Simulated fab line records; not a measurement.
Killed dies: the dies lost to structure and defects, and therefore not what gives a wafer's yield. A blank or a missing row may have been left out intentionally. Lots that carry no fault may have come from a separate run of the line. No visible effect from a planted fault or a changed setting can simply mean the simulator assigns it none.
Which tool did it?	flow n5 finfet	11 lots with 32 wafers sampled at 3 steps, on a route of 1938 steps

== WHAT THE GAUGES READ, wafer by wafer ==
N5_BEOL_M12_CD_MEAS_10: target cd 140 nm. Usual: cd nm at 139.6 nm, with a standard deviation of 2.
lot	measured	on	cd nm (nm)	flag
L462	day 10 19:40	cd sem-01	137.7 135.2 137.0	
L465	day 10 21:49	cd sem-01	140.9 145.0 141.8	
L463	day 10 21:57	cd sem-02	137.0 139.2 142.9	
L464	day 11 11:33	cd sem-03	138.0 136.5 138.2	
L466	day 11 21:44	cd sem-02	137.6 137.7 137.2	
L477	day 14 08:41	cd sem-02	140.6 136.2 138.7	
L475	day 14 15:31	cd sem-01	140.4 142.0	
L478	day 15 05:16	cd sem-03	140.6 140.0 138.1	
L480	day 15 13:17	cd sem-01	137.2 141.9 140.2	
L483	day 16 06:13	cd sem-03	137.7 139.0 141.8	
L479	day 17 04:41	cd sem-01	143.1 140.9 140.1	

N5_BEOL_M12_OVL_MEAS_11. Usual: for V11_OVL the level is 2 nm and the standard deviation is 5.6.
lot	measured	on	V11_OVL (nm)	flag
L462	day 10 19:43	overlay-02	-10 -4 -7	
L465	day 10 21:50	overlay-01	4 9 7	
L463	day 10 21:59	overlay-01	1 -2 6	
L464	day 11 11:35	overlay-02	4 -1 6	
L466	day 11 21:46	overlay-01	6 5 7	
L477	day 14 08:43	overlay-01	-1 3 -7	
L475	day 14 15:34	overlay-01	-8 -7	
L478	day 15 05:18	overlay-02	9 1 5	
L480	day 15 13:19	overlay-02	5 -1 -4	
L483	day 16 06:15	overlay-02	8 6 8	
L479	day 17 04:43	overlay-01	0 0 -2	

N5_BEOL_M12_CD_MEAS_17: target cd 140 nm. Usual: cd nm at 139.5 nm, with a standard deviation of 2.3.
lot	measured	on	cd nm (nm)	flag
L462	day 10 20:16	cd sem-02	136.5 135.4 137.5	
L465	day 10 22:25	cd sem-01	141.5 144.1 141.0	
L463	day 10 22:48	cd sem-03	135.8 138.5 143.2	
L464	day 11 12:08	cd sem-03	137.2 137.5 139.1	
L466	day 11 22:19	cd sem-03	136.2 136.2 135.8	
L477	day 14 09:16	cd sem-02	139.8 136.2 136.7	
L475	day 14 16:07	cd sem-03	141.2 141.9	
L478	day 15 06:31	cd sem-01	140.6 139.7 137.8	
L480	day 15 13:52	cd sem-03	136.8 139.7 140.6	
L483	day 16 06:48	cd sem-02	138.2 138.5 142.0	
L479	day 17 05:17	cd sem-03	142.6 140.6 139.7	

== EACH LOT AND THE TOOL THAT RAN IT (in order: tool; ch and the chambers of the sampled wafers; start) ==
No process step before these readings appears in the record.

== WHAT THE TOOLS THEMSELVES READ (means of the sampled wafers that have a number; where no wafer has one, the mark that the record gives instead) ==
The record holds no such reading with a usual standard deviation.

== THE ANSWER, worked out from the rows above alone ==
Rule: a lot counts as off when the mean over its wafers that have a number is more than 3 standard deviations away from the usual mean. A lot without any number at a reading at which 4 lots or more have one is off too. Any other lot the step has rows for is counted as sound. The gauges are gone through in route order, then the tools' own readings, and for those a lot's mean is taken as printed above. The first step at which some lot is off is used, and at that step the reading that is off furthest; a lot without a number counts as furthest.
No lot is off at any reading shown: from this, nothing can be told.

== WHAT WAS PUT IN BY THE SIMULATOR ==
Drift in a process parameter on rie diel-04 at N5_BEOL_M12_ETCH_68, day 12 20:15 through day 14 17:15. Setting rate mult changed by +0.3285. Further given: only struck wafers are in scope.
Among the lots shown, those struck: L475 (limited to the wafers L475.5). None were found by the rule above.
